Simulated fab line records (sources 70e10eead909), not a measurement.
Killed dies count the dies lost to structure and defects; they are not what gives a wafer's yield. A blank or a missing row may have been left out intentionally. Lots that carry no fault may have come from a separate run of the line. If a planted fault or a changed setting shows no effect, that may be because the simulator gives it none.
Matching of chambers / flow nand_harc / 3 sister chambers for NHARC_A_ONON_D2_DEP_33 on pecvd-04
The step deposits SiO2, target thk 200 nm. 3 wafers are shown with their chamber, then 9 later ones without.

WAFERS WITH THEIR CHAMBER
wafer=L083.4; chamber=1; heater_power_w (W)=405
wafer=L085.5; chamber=0; heater_power_w (W)=578
wafer=L085.6; chamber=2; heater_power_w (W)=502

WAFERS WITHOUT THEIR CHAMBER
wafer=L087.2; heater_power_w (W)=406
wafer=L087.5; heater_power_w (W)=434
wafer=L087.6; heater_power_w (W)=547
wafer=L090.1; heater_power_w (W)=444
wafer=L090.2; heater_power_w (W)=519
wafer=L090.3; heater_power_w (W)=591
wafer=L095.2; heater_power_w (W)=453
wafer=L095.4; heater_power_w (W)=548
wafer=L095.5; heater_power_w (W)=470

WHICH CHAMBER EACH ONE RAN IN
wafer=L087.2; from the rows above=1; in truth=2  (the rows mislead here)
wafer=L087.5; from the rows above=can't be placed: 1 or 2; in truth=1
wafer=L087.6; from the rows above=can't be placed: 0 or 2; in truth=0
wafer=L090.1; from the rows above=can't be placed: 1 or 2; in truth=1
wafer=L090.2; from the rows above=can't be placed: 2 or 0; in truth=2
wafer=L090.3; from the rows above=0; in truth=0
wafer=L095.2; from the rows above=can't be placed: 1 or 2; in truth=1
wafer=L095.4; from the rows above=can't be placed: 0 or 2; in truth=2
wafer=L095.5; from the rows above=can't be placed: 2 or 1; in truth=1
Correct placement for 1 of the 9. Not placeable from these rows: 7 (in 7, the candidates include the true chamber). Wrongly placed: 1.
How it was worked out, from the rows above alone: a wafer's distance from a chamber is the root of the sum, over the readings, of the square of ((its reading less the chamber's mean) divided by the reading's scatter). The wafer belongs to the nearest chamber; if the next one is less than 2 further off, it can't be placed. For every chamber, the mean is computed from those of its wafers that are shown. The scatter: with one shown wafer a chamber, the root of the mean of the squares of how far each hidden wafer lies from its nearest shown one.
